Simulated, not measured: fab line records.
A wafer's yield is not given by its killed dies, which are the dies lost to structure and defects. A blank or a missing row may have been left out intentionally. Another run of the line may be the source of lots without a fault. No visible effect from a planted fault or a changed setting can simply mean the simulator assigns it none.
fab line records	flow n5_finfet
[record] lots = 9	wafers = 26	last_day = 17
route steps=1938 shown BEOL_M9@1405
lots with no fault: from the same line, run without faults
start_h: start of the lot's first displayed wafer, in hours after the record's first day	wait_h: hours since the lot's step before	" identical to the entry in the row above	L1.1+2: a row that stands for several wafers	- no value, or no start given	* or withheld: withheld	< > ~ a bound
route shown NAME@n: names a module that has steps shown in the file, with the first one's number in the route	usual: mean/standard deviation of fault-free wafers	same: alike in all rows	chamber/n: place in a boat	sites: each site's reading	_std_site: the standard deviation of these	_edge_site: the outer-site mean with the inner-site mean subtracted	radius_mm: how far each site lies from the wafer's centre	mask NAME#n: copy n	behind: the most recent tool/chamber to have shaped the wafer	hold: why the lot was held/for how many hours/how that ended	device: which transistor (n, p or np) failed to switch	end of line: the route-end tests of the same wafers	a step without rows: its recipe alone	killed: not the wafer's yield, but the dies lost to structure and defects at the first sort	map: shows each die of a wafer: x if killed, . if not, _ if none is there
set.NAME: the run value of the setting; set.NAME@STEP: its run value at that earlier step	model.NAME: the simulator's own value behind a step, which no gauge read
a sample of lots followed through the steps of the route, with each step as a table and each wafer as a row
services: the hour from which a tool's chamber was out of use, counted from the record's first day as start_h (under 0 if before that day), plus the number of hours and why
[[steps]]
[step N5_BEOL_M9_HM_DEP_02]
[recipe] material = TiN	target_thk_a = 200	temp_c = 25	chamber_pressure_pa = 0.49996
[usual] chamber_pressure_pa = 0.5000/0.001	throttle_valve_pct = 29.6/0.95
lot.wafer	tool	chamber	start_h	wait_h	chamber_pressure_pa	throttle_valve_pct
L221.1	pvd_sputter-03	-	207.59	1.1	0.4987	29.0
L221.6	"	-	"	"	0.5003	31.6
L222.1	pvd_sputter-03	-	210.53	1.7	0.5007	31.3
L222.4	"	-	"	"	0.4992	28.7
L222.6	"	-	"	"	0.4996	31.3
L227.2	pvd_sputter-02	-	238.75	0.0	0.5010	29.3
L227.3	"	-	"	"	0.4994	31.4
L227.6	"	-	"	"	0.5012	30.4
L232.3	pvd_sputter-01	-	280.81	2.5	0.4997	28.4
L232.4	"	-	"	"	0.5004	29.7
L232.5	"	-	"	"	0.5005	29.7
L236.1	pvd_sputter-02	-	286.96	0.2	0.5014	30.1
L236.2	"	-	"	"	0.4992	31.3
L236.6	"	-	"	"	0.5013	29.3
L239.1	pvd_sputter-03	-	307.42	3.5	0.4999	28.7
L239.2	"	-	"	"	0.4998	29.3
L239.5	"	-	"	"	0.4978	28.8
L241.1	pvd_sputter-03	-	327.21	1.0	0.4999	29.0
L241.4	"	-	"	"	0.4994	31.4
L241.5	"	-	"	"	0.5012	29.3
L243.3	pvd_sputter-02	-	333.99	1.3	0.5000	30.4
L243.5	"	-	"	"	0.5006	29.3
L243.6	"	-	"	"	0.5000	31.1
L244.1	pvd_sputter-01	-	339.37	1.6	0.5006	28.1
L244.2	"	-	"	"	0.5006	29.4
L244.5	"	-	"	"	0.4994	29.3
[step N5_BEOL_M9_DESCUM_16]
[recipe] chemistry = O2	time_s = 7.9	source_power_w = 50	bias_power_w = 20	pressure_mtorr = 20	rf_frequency_hz = 2.712e+07	temp_c = 40	resist = CAR-ArF	o2_flow_sccm = 225
[usual] drypump_motor_current_A = 5.9/0.45	o2_flow_sccm = 225.1/0.68	oes_product_au = 0.77/0.075	rf_vpp_V = 243.6/1.3	showerhead_plenum_p_Torr = 2.13/0.061	throttle_valve_pct = 20.39/0.18
lot.wafer	tool	chamber	start_h	wait_h	drypump_motor_current_A	o2_flow_sccm	oes_product_au	rf_hours_counter_h	rf_vpp_V	showerhead_plenum_p_Torr	throttle_valve_pct
L221.1	rie_diel-01	1	208.64	0.5	5.9	225.0	0.86	55	243.2	2.24	20.40
L221.6	"	3	"	"	6.3	224.4	0.74	-	244.3	2.09	20.48
L222.1	rie_diel-01	3	211.12	0.0	6.4	225.9	0.73	196	241.9	2.09	20.50
L222.4	"	2	"	"	5.7	224.7	0.71	-	243.8	2.16	20.14
L222.6	"	1	"	"	5.9	224.8	0.86	-	246.3	2.24	20.40
L227.2	rie_diel-01	3	239.33	0.0	6.3	226.4	0.72	205	243.5	2.09	20.50
L227.3	"	0	"	"	5.8	226.4	0.87	39	243.0	2.10	20.25
L227.6	"	0	"	"	5.8	226.0	0.89	-	243.3	2.10	20.26
L232.3	rie_diel-01	1	281.40	0.0	5.9	226.4	0.83	77	245.2	2.23	20.44
L232.4	"	3	"	"	6.3	225.1	0.71	218	243.0	2.08	20.52
L232.5	"	0	"	"	5.8	222.9	0.85	-	242.1	2.10	20.27
L236.1	rie_diel-02	2	287.47	0.1	6.4	225.7	0.70	236	241.4	2.05	20.61
L236.2	"	3	"	"	5.6	225.9	0.87	42	246.5	2.23	20.18
L236.6	"	2	"	"	6.4	225.1	0.70	-	243.2	2.05	20.60
L239.1	rie_diel-01	1	308.00	0.0	5.9	226.4	0.82	85	246.8	2.23	20.44
L239.2	"	3	"	"	6.3	225.1	0.72	227	243.4	2.08	20.54
L239.5	"	0	"	"	5.8	224.2	0.85	-	242.8	2.10	20.29
L241.1	rie_diel-03	3	327.67	0.0	5.9	224.3	0.69	220	243.9	2.16	20.73
L241.4	"	0	"	"	6.7	226.3	0.72	164	243.0	2.09	20.56
L241.5	"	0	"	"	6.7	226.0	0.73	-	242.3	2.09	20.58
L243.3	rie_diel-03	3	334.70	0.2	6.0	224.7	0.69	223	246.2	2.16	20.74
L243.5	"	3	"	"	6.0	224.4	0.69	-	244.3	2.16	20.74
L243.6	"	2	"	"	4.9	225.7	0.84	-	243.2	2.02	20.12
L244.1	rie_diel-01	3	339.94	0.1	6.3	224.3	0.70	240	243.1	2.08	20.55
L244.2	"	0	"	"	5.8	224.9	0.83	72	242.1	2.09	20.30
L244.5	"	2	"	"	5.7	224.4	0.70	-	244.4	2.15	20.19
[step N5_BEOL_M9_DESCUM_33]
[recipe] chemistry = O2	time_s = 7	source_power_w = 50	bias_power_w = 20	pressure_mtorr = 20	rf_frequency_hz = 2.712e+07	temp_c = 40	resist = CAR-EUV	o2_flow_sccm = 225
[usual] drypump_motor_current_A = 5.9/0.45	o2_flow_sccm = 225.0/0.66	oes_product_au = 0.77/0.075	rf_vpp_V = 243.6/1.1	showerhead_plenum_p_Torr = 2.13/0.059	throttle_valve_pct = 20.38/0.18
lot.wafer	tool	chamber	start_h	wait_h	drypump_motor_current_A	o2_flow_sccm	oes_product_au	rf_hours_counter_h	rf_vpp_V	showerhead_plenum_p_Torr	throttle_valve_pct
L221.1	rie_diel-01	3	209.64	0.0	6.3	225.0	0.72	196	242.9	2.09	20.50
L221.6	"	0	"	"	5.8	226.2	0.89	-	242.8	2.11	20.24
L222.1	rie_diel-03	1	212.52	0.0	6.1	225.2	0.74	177	244.4	2.16	20.41
L222.4	"	0	"	"	6.8	224.9	0.76	129	243.2	2.11	20.52
L222.6	"	0	"	"	6.7	225.5	0.75	-	242.7	2.11	20.51
L227.2	rie_diel-01	1	240.21	0.0	5.9	224.8	0.84	65	246.3	2.23	20.41
L227.3	"	3	"	"	6.3	225.6	0.72	206	242.2	2.09	20.50
L227.6	"	3	"	"	6.3	224.9	0.72	-	242.9	2.09	20.52
L232.3	rie_diel-03	1	282.63	0.2	6.1	224.3	0.72	200	244.4	2.15	20.42
L232.4	"	0	"	"	6.7	224.8	0.75	150	242.4	2.10	20.54
L232.5	"	1	"	"	6.1	224.9	0.73	-	243.4	2.15	20.44
L236.1	rie_diel-03	1	288.54	0.0	6.0	225.7	0.72	203	243.7	2.15	20.44
L236.2	"	2	"	"	4.9	225.3	0.84	47	243.2	2.02	20.12
L236.6	"	0	"	"	6.7	224.6	0.73	-	242.5	2.10	20.55
L239.1	rie_diel-01	1	309.23	0.2	5.9	225.7	0.82	86	244.4	2.23	20.44
L239.2	"	0	"	"	5.8	225.2	0.85	61	244.8	2.10	20.29
L239.5	"	3	"	"	6.4	225.3	0.71	-	243.7	2.08	20.53
L241.1	rie_diel-01	0	328.72	0.0	5.8	225.3	0.85	68	245.4	2.09	20.30
L241.4	"	0	"	"	5.8	225.4	0.84	-	243.2	2.09	20.32
L241.5	"	0	"	"	5.8	226.0	0.83	-	241.9	2.09	20.29
L243.3	rie_diel-02	3	335.80	0.0	5.6	226.0	0.86	58	246.7	2.22	20.21
L243.5	"	3	"	"	5.6	225.2	0.85	-	245.0	2.22	20.20
L243.6	"	0	"	"	5.1	224.5	0.94	-	243.7	2.15	20.18
L244.1	rie_diel-01	3	341.28	0.0	6.3	224.7	0.69	241	242.3	2.08	20.55
L244.2	"	0	"	"	5.8	224.7	0.83	73	242.9	2.09	20.30
L244.5	"	0	"	"	5.8	225.1	0.83	-	243.9	2.09	20.30
[step N5_BEOL_M9_TRENCH_ETCH_37]
[recipe] chemistry = C4F6/O2	target_depth_a = 1514.3	target = SiCOH_lowk	time_s = 49	ion_energy_ev = 250	pressure_mtorr = 30	source_w = 345	bias_w = 185	Ar_flow_sccm = 300	C4F6_flow_sccm = 10	O2_flow_sccm = 10
[usual] O2_flow_sccm = 10.00/0.031	drypump_motor_current_A = 5.9/0.45	oes_product_au = 0.77/0.076	rf_fwd_power_W = 341.6/1.5	rf_vpp_V = 670/16	showerhead_plenum_p_Torr = 2.89/0.07	throttle_valve_pct = 20.89/0.17
lot.wafer	tool	chamber	start_h	wait_h	O2_flow_sccm	drypump_motor_current_A	oes_product_au	rf_fwd_power_W	rf_hours_counter_h	rf_vpp_V	showerhead_plenum_p_Torr	throttle_valve_pct
L221.1	rie_diel-01	3	209.93	-	10.03	6.3	0.72	342.6	196	666	2.82	20.84
L221.6	"	0	"	"	9.96	5.8	0.90	343.8	-	663	2.89	20.94
L222.1	rie_diel-03	1	212.80	-	10.03	6.1	0.73	340.1	177	660	2.98	21.18
L222.4	"	0	"	"	10.06	6.8	0.76	341.9	129	652	2.88	21.10
L222.6	"	0	"	"	10.05	6.8	0.76	340.3	-	651	2.88	21.11
L227.2	rie_diel-01	1	240.49	-	10.00	5.9	0.84	340.9	65	683	3.00	20.82
L227.3	"	3	"	"	10.02	6.3	0.71	341.9	206	665	2.81	20.89
L227.6	"	3	"	"	9.97	6.3	0.71	342.3	-	666	2.81	20.87
L232.3	rie_diel-03	1	282.92	-	10.01	6.1	0.71	339.9	200	658	2.97	21.21
L232.4	"	0	"	"	10.02	6.8	0.72	343.2	150	651	2.87	21.12
L232.5	"	1	"	"	10.02	6.1	0.71	339.0	-	658	2.97	21.21
L236.1	rie_diel-03	1	288.82	-	9.97	6.0	0.70	339.1	203	658	2.97	21.20
L236.2	"	2	"	"	10.00	4.9	0.83	342.5	47	660	2.80	20.85
L236.6	"	0	"	"	9.98	6.8	0.70	280.2	-	721	2.87	21.12
L239.1	rie_diel-01	1	309.51	-	10.01	5.9	0.81	341.4	86	684	2.99	20.85
L239.2	"	0	"	"	10.02	5.8	0.85	343.3	61	665	2.88	20.99
L239.5	"	3	"	"	9.96	6.3	0.69	342.8	-	665	2.80	20.90
L241.1	rie_diel-01	0	329.14	-	10.06	5.8	0.85	341.2	68	664	2.88	21.00
L241.4	"	0	"	"	10.08	5.8	0.84	343.2	-	664	2.88	20.99
L241.5	"	0	"	"	10.06	5.8	0.84	341.4	-	664	2.88	20.98
L243.3	rie_diel-02	3	336.08	-	9.98	5.6	0.85	342.7	58	645	3.02	20.72
L243.5	"	3	"	"	9.98	5.6	0.86	340.6	-	645	3.02	20.72
L243.6	"	0	"	"	9.94	5.1	0.93	341.9	-	652	2.91	20.65
L244.1	rie_diel-01	3	341.56	-	10.02	6.3	0.69	343.3	241	664	2.80	20.91
L244.2	"	0	"	"	9.97	5.8	0.84	344.0	73	665	2.88	21.00
L244.5	"	0	"	"	9.98	5.8	0.84	344.0	-	664	2.88	21.00
[step N5_BEOL_M9_OCD_MEAS_38]
[usual] trench_depth_nm = 150.8/2.5
lot.wafer	tool	chamber	start_h	wait_h	trench_depth_nm
L221.1	ocd-01	-	210.10	-	149.7
L221.6	"	-	"	"	155.1
L222.1	ocd-02	-	212.97	-	152.2
L222.4	"	-	"	"	148.1
L222.6	"	-	"	"	149.0
L227.2	ocd-02	-	240.67	-	153.7
L227.3	"	-	"	"	149.5
L227.6	"	-	"	"	149.3
L232.3	ocd-01	-	283.09	-	147.0
L232.4	"	-	"	"	146.3
L232.5	"	-	"	"	147.1
L236.1	ocd-01	-	289.00	-	146.0
L236.2	"	-	"	"	149.9
L236.6	"	-	"	"	136.4
L239.1	ocd-01	-	309.69	-	151.0
L239.2	"	-	"	"	153.7
L239.5	"	-	"	"	148.6
L241.1	ocd-02	-	329.39	-	155.4
L241.4	"	-	"	"	155.4
L241.5	"	-	"	"	154.1
L243.3	ocd-02	-	336.26	-	149.3
L243.5	"	-	"	"	148.9
L243.6	"	-	"	"	151.9
L244.1	ocd-01	-	341.74	-	150.4
L244.2	"	-	"	"	154.8
L244.5	"	-	"	"	154.5
[step N5_BEOL_M9_THK_MEAS_53]
[recipe] thk_meas_gauge = xrf	reads = Cu_of_BEOL_M9_ECD_50
[usual] M9_THK = 139.0/3
lot.wafer	tool	chamber	start_h	wait_h	M9_THK[nm]
L221.1	film_metro-01	-	213.16	-	139.0
L221.6	"	-	"	"	146.6
L222.1	film_metro-01	-	215.85	-	139.7
L222.4	"	-	"	"	135.8
L222.6	"	-	"	"	136.4
L227.2	film_metro-02	-	242.81	-	139.4
L227.3	"	-	"	"	136.3
L227.6	"	-	"	"	135.1
L232.3	film_metro-01	-	285.47	-	138.1
L232.4	"	-	"	"	138.6
L232.5	"	-	"	"	137.1
L236.1	film_metro-01	-	291.64	-	134.5
L236.2	"	-	"	"	137.0
L236.6	"	-	"	"	124.3
L239.1	film_metro-02	-	312.61	-	137.6
L239.2	"	-	"	"	141.5
L239.5	"	-	"	"	137.6
L241.1	film_metro-01	-	332.17	-	146.4
L241.4	"	-	"	"	142.9
L241.5	"	-	"	"	144.5
L243.3	film_metro-01	-	340.15	-	138.5
L243.5	"	-	"	"	136.2
L243.6	"	-	"	"	141.4
L244.1	film_metro-02	-	344.79	-	137.8
L244.2	"	-	"	"	142.0
L244.5	"	-	"	"	141.2
[step N5_BEOL_M9_RS_MEAS_57]
[recipe] thk_meas_gauge = four-point-probe	reads = Cu_of_BEOL_M9_ECD_50+Co_of_BEOL_M9_CVD_78+TaN_of_BEOL_M9_ALD_74
[usual] M9_RS = 0.151/0.0033
lot.wafer	tool	chamber	start_h	wait_h	M9_RS[ohm/sq]
L221.1	film_metro-01	-	213.30	0.1	0.152
L221.6	"	-	"	"	0.144
L222.1	film_metro-01	-	215.99	0.1	0.150
L222.4	"	-	"	"	0.156
L222.6	"	-	"	"	0.155
L227.2	film_metro-02	-	242.95	0.1	0.149
L227.3	"	-	"	"	0.152
L227.6	"	-	"	"	0.154
L232.3	film_metro-02	-	285.61	0.1	0.153
L232.4	"	-	"	"	0.153
L232.5	"	-	"	"	0.155
L236.1	film_metro-01	-	291.77	0.1	0.158
L236.2	"	-	"	"	0.154
L236.6	"	-	"	"	0.172
L239.1	film_metro-02	-	312.75	0.1	0.153
L239.2	"	-	"	"	0.149
L239.5	"	-	"	"	0.153
L241.1	film_metro-02	-	332.31	0.1	0.144
L241.4	"	-	"	"	0.147
L241.5	"	-	"	"	0.146
L243.3	film_metro-01	-	340.29	0.1	0.154
L243.5	"	-	"	"	0.156
L243.6	"	-	"	"	0.149
L244.1	film_metro-02	-	344.93	0.1	0.152
L244.2	"	-	"	"	0.147
L244.5	"	-	"	"	0.148
[[services]]
tool	chamber	start_h	hours	kind
rie_diel-03	1	193.13	8.5	repair
rie_diel-03	-	236.51	0.3	repair
rie_diel-02	2	244.08	21.0	repair
rie_diel-03	0	253.64	2.0	repair
rie_diel-02	0	254.95	14.4	repair
rie_diel-02	3	282.57	1.5	repair
rie_diel-03	3	285.32	6.0	repair
rie_diel-01	-	290.73	2.8	pm
rie_diel-01	2	293.58	40.7	repair
pvd_sputter-02	-	316.01	7.5	repair
rie_diel-02	2	324.02	3.9	repair
rie_diel-01	1	326.23	2.7	repair
rie_diel-02	2	335.77	-	clean
rie_diel-02	2	335.77	-	consumable_replace:focus_ring
rie_diel-02	2	335.77	17.2	scheduled_down
rie_diel-02	2	335.77	17.2	vent_cycle
pvd_sputter-03	-	341.29	2.4	repair
[[key]]
[first_sign] step = N5_BEOL_M9_TRENCH_ETCH_37	reading = rf_fwd_power_W	direction = down	sigmas = 41	usual = *	struck = *
[effect] step = N5_BEOL_M9_TRENCH_ETCH_37	reading = rf_vpp_V	direction = up	sigmas = 3.1	usual = 670	struck = 721
[effect] step = N5_BEOL_M9_OCD_MEAS_38	reading = trench_depth_nm	direction = down	sigmas = 5.6	usual = 150.8	struck = 136.4
[effect] step = N5_BEOL_M9_THK_MEAS_53	reading = M9_THK	direction = down	sigmas = 4.9	usual = 139.0	struck = 124.3
[effect] step = N5_BEOL_M9_RS_MEAS_57	reading = M9_RS	direction = up	sigmas = 6.2	usual = 0.151	struck = 0.172
met_at N5_BEOL_M9_TRENCH_ETCH_37
struck_lots L236
struck_wafers L236.6
not_acting_at N5_BEOL_M9_HM_DEP_02,N5_BEOL_M9_DESCUM_16,N5_BEOL_M9_DESCUM_33
onset_between 282.92 288.82
[fault] kind = process_parameter_drift	tool = rie_diel-03	chamber = 0	onset_h = 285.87	steps = N5_BEOL_M9_TRENCH_ETCH_37	channel = source_w	offset = -62.1	shape = step	end_h = 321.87	acts_in = these_recipes_only	stated = 345
